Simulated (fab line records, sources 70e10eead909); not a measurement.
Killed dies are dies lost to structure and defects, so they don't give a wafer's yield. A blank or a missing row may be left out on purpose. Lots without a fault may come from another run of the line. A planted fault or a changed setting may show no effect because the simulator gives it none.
Chamber matching | flow nand_harc | NHARC_A_BONDPAD_ETCH_34 on rie_diel-07: 4 sister chambers
The step etches the open film in N2/H2, target depth 60 nm, overetch 18 nm, time 65.91 s. 7 wafers are shown with their chamber, then 8 later ones without.

WAFERS WITH THEIR CHAMBER
wafer  | chamber | showerhead_plenum_p_Torr (Torr) | rf_vpp_V (V)
L958.3 | 1       | 2.08                            | 432.7
L957.6 | 0       | 1.91                            | 426.2
L972.2 | 0       | 1.91                            | 426.8
L976.2 | 3       | 2.07                            | 430.7
L976.3 | 2       | 2.20                            | 434.9
L976.6 | 3       | 2.07                            | 431.4
L977.1 | 2       | 2.19                            | 434.6

WAFERS WITHOUT THEIR CHAMBER
wafer  | showerhead_plenum_p_Torr (Torr) | rf_vpp_V (V)
L977.3 | 2.08                            | 431.0
L977.5 | 2.08                            | 431.2
L978.3 | 2.07                            | 431.9
L978.5 | 1.91                            | 425.8
L978.6 | 2.08                            | 431.2
L980.2 | 2.07                            | 431.5
L980.3 | 2.08                            | 432.9
L980.5 | 2.19                            | 434.0

WHICH CHAMBER EACH WENT THROUGH
wafer  | from the rows above     | in truth
L977.3 | can't be placed: 3 or 1 | 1
L977.5 | can't be placed: 3 or 1 | 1
L978.3 | can't be placed: 3 or 1 | 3
L978.5 | 0                       | 0
L978.6 | can't be placed: 3 or 1 | 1
L980.2 | 3                       | 3
L980.3 | 1                       | 1
L980.5 | 2                       | 2
Placed correctly: 4 of 8. Can't be placed from these rows: 4 (the true chamber is among the candidates in 4). Placed wrongly: 0.
How it was worked out, from the rows above alone: a wafer's distance from a chamber is the root of the sum, over the readings, of the square of ((its reading less the chamber's mean) divided by the reading's scatter). The wafer belongs to the nearest chamber; if the next one is less than 2 further off, it can't be placed. A chamber's mean is the mean of its shown wafers. The scatter: the root of (the sum of the squares of (reading less its chamber's mean) over the shown wafers, divided by (wafers less chambers)).
